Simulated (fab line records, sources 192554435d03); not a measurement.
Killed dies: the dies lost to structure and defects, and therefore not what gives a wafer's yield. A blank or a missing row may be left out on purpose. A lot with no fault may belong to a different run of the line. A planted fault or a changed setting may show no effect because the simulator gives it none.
Which tool was responsible?    flow n5_finfet    7 lots, 21 wafers sampled, at 2 steps of a route of 1938

== WHAT EACH GAUGE READ, for each wafer ==
N5_BEOL_M12_OCD_MEAS_35.
lot   measured      on      trench_depth_nm (nm)
L824  day 11 11:20  ocd-02  322 314 323
L827  day 13 14:57  ocd-02  309 315 310
L833  day 14 21:40  ocd-01  - - -
L836  day 15 16:18  ocd-01  323 331 318
L841  day 16 05:23  ocd-02  331 317 318
L843  day 16 19:48  ocd-01  318 312 318
L839  day 16 22:11  ocd-02  317 326 327

== TOOL THAT RAN EACH LOT (tool first, then ch and the chambers of the sampled wafers, then the start) ==
lot   N5_BEOL_M12_PEB_26
L824  litho_track-04 ch 0, day 11 10:37
L827  litho_track-05 ch 0, day 13 14:12
L833  litho_track-05, day 14 20:57
L836  litho_track-04 ch 0, day 15 15:35
L841  litho_track-01 ch 0, day 16 04:40
L843  litho_track-04 ch 0, day 16 19:05
L839  litho_track-05 ch 0, day 16 21:23
- N5_BEOL_M12_PEB_26: peb time 90 s.

== THE ANSWER, worked out from the rows above alone ==
Rule: what is usual is taken from the lots themselves. The widest of any qualifying gaps counts: lots, ordered by their means at a reading, are off when they make up no more than a third of the lots, leave a main group of 4 or more, and stand apart from it by 3 or more times the standard deviation of that group's means. The tables above print the reading to a certain number of digits; a main group whose means all agree to those digits is not used. Also off: a lot with no number at a reading for which 4 or more lots have one. Any other lot the step has rows for is counted as sound.
Off: L833 (N5_BEOL_M12_OCD_MEAS_35, trench_depth_nm). Without a number there: L833. Mean 319 nm and standard deviation 4.5 in the main group.
If a tool, at a process step before that reading, ran all the lots that are off and no sound lot after the first of them, it fits. Gauges at N5_BEOL_M12_OCD_MEAS_35: tried the same way as those tools. No candidate that was tried fits.

== WHAT WAS PUT IN BY THE SIMULATOR ==
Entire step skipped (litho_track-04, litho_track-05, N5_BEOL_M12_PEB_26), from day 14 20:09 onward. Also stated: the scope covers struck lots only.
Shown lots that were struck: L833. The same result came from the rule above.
